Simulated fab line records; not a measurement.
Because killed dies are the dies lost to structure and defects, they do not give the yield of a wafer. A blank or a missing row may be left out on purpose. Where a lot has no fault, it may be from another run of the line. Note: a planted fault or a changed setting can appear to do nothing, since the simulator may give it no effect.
Matching of chambers    flow nandHarc    3 sister chambers for NHARC_THIN_TSV_DESCUM_14 on rieDiel-03
The step chemistry O2, time 3 s. 16 wafers are shown with their chamber, then 5 later ones without.

## WAFERS PAIRED WITH THEIR CHAMBERS
wafer   chamber  drypumpMotorCurrentA (A)  rfVppV (V)  oesProductAu (a.u.)
L076.2  0        6.0                       57.3        1.020
L076.4  3        5.9                       57.3        1.009
L076.6  0        6.0                       57.3        1.018
L077.2  3        5.9                       60.7        1.005
L077.4  2        5.3                       58.3        1.013
L077.5  2        5.3                       57.7        1.010
L080.1  2        5.2                       58.3        1.009
L080.5  0        6.0                       58.6        1.012
L080.6  3        6.0                       59.1        1.021
L082.2  0        6.0                       57.6        1.017
L082.4  2        5.3                       58.4        0.997
L082.5  3        5.9                       59.5        1.013
L084.1  0        6.0                       57.4        1.012
L084.2  2        5.3                       57.6        1.001
L084.5  0        6.0                       56.8        1.015
L086.1  0        6.0                       57.7        1.012

SIGNATURES (means of the wafers above)
reading               chamber 0  chamber 2  chamber 3  scatter within a chamber
drypumpMotorCurrentA  6.000      5.280      5.925      0.0345
rfVppV                57.529     58.060     59.150     0.802
oesProductAu          1.01514    1.00600    1.01200    0.00544
Rule: a wafer's distance from a chamber is the root of the sum, over the readings, of the square of ((its reading less the chamber's mean) divided by the reading's scatter). The wafer belongs to the nearest chamber; if the next one is less than 2 further off, it can't be placed. The scatter: the root of (the sum of the squares of (reading less its chamber's mean) over the shown wafers, divided by (wafers less chambers)).

## WAFERS WITH NO CHAMBER GIVEN
wafer   drypumpMotorCurrentA (A)  rfVppV (V)  oesProductAu (a.u.)
L086.2  5.9                       58.1        1.015
L086.4  5.3                       59.4        1.006
L088.1  5.9                       56.5        1.009
L088.4  5.3                       58.0        1.005
L092.1  6.0                       57.6        1.013

## THE CHAMBER EACH PASSED THROUGH
wafer    from the rows above       in truth
L086.2   can't be placed: 3 or 0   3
L086.4   2                         2
L088.1   can't be placed: 0 or 3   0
L088.4   2                         2
L092.1   0                         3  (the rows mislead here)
Placed correctly: 2 of 5. Not placeable from these rows: 2 (in 2, the candidates include the true chamber). Placed wrongly: 1.
